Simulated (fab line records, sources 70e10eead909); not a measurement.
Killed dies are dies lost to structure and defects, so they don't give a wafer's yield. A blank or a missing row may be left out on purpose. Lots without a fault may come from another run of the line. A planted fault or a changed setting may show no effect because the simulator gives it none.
Which tool did it? | flow nand_harc | 6 lots, 18 wafers sampled, at 2 steps of a route of 1159

WHAT THE GAUGES READ, wafer by wafer
NHARC_P_GATE_CD_MEAS_59: target cd 720 nm.
lot  | measured     | on        | cd_nm (nm)
L526 | day 5 15:54  | cd_sem-02 | 719.7 719.8 719.3
L528 | day 6 05:34  | cd_sem-01 | 719.2 719.0 720.7
L533 | day 7 12:45  | cd_sem-02 | 740.7 739.8 741.4 740.4 739.6 741.0
L537 | day 8 12:55  | cd_sem-02 | 717.1 718.2 719.4
L545 | day 10 08:08 | cd_sem-01 | 720.8 720.0 720.2
L547 | day 10 15:55 | cd_sem-03 | 719.7 721.6 721.1

WHICH TOOL RAN EACH LOT (tool, then ch and the chambers of the sampled wafers, then the start)
lot  | NHARC_P_GATE_EXPOSE_56
L526 | krf_scanner-04 ch 0, day 5 15:44
L528 | krf_scanner-03 ch 0, day 6 05:25
L533 | krf_scanner-04 ch 0, day 7 12:36
L537 | krf_scanner-04 ch 0, day 8 12:46
L545 | krf_scanner-03 ch 0, day 10 07:58
L547 | krf_scanner-01 ch 0, day 10 15:46
- NHARC_P_GATE_EXPOSE_56: exposes mask P PSD, target cd 720 nm.

THE ANSWER, worked out from the rows above alone
Rule: what is usual is taken from the lots themselves. Put in order of their means at a reading, lots are off if they are a third of the lots or fewer, leave a main group of 4 or more, and stand apart from it by a gap of 3 or more times the standard deviation of the main group's means; of several such gaps the widest counts. A main group whose means are all the same, to the digits that the tables above print for the reading, isn't used. A lot without any number at a reading at which 4 lots or more have one is off too. The other lots that the step has rows for count as sound.
Off: L533, at NHARC_P_GATE_CD_MEAS_59 (cd_nm). The main group: mean 719.7 nm, standard deviation 0.87.
A tool fits if, at a process step before that reading, it ran every lot that is off, and no sound lot after the first of them. The gauges at NHARC_P_GATE_CD_MEAS_59 are tried like those tools. None of those tried fits.

WHAT THE SIMULATOR HAD PUT IN
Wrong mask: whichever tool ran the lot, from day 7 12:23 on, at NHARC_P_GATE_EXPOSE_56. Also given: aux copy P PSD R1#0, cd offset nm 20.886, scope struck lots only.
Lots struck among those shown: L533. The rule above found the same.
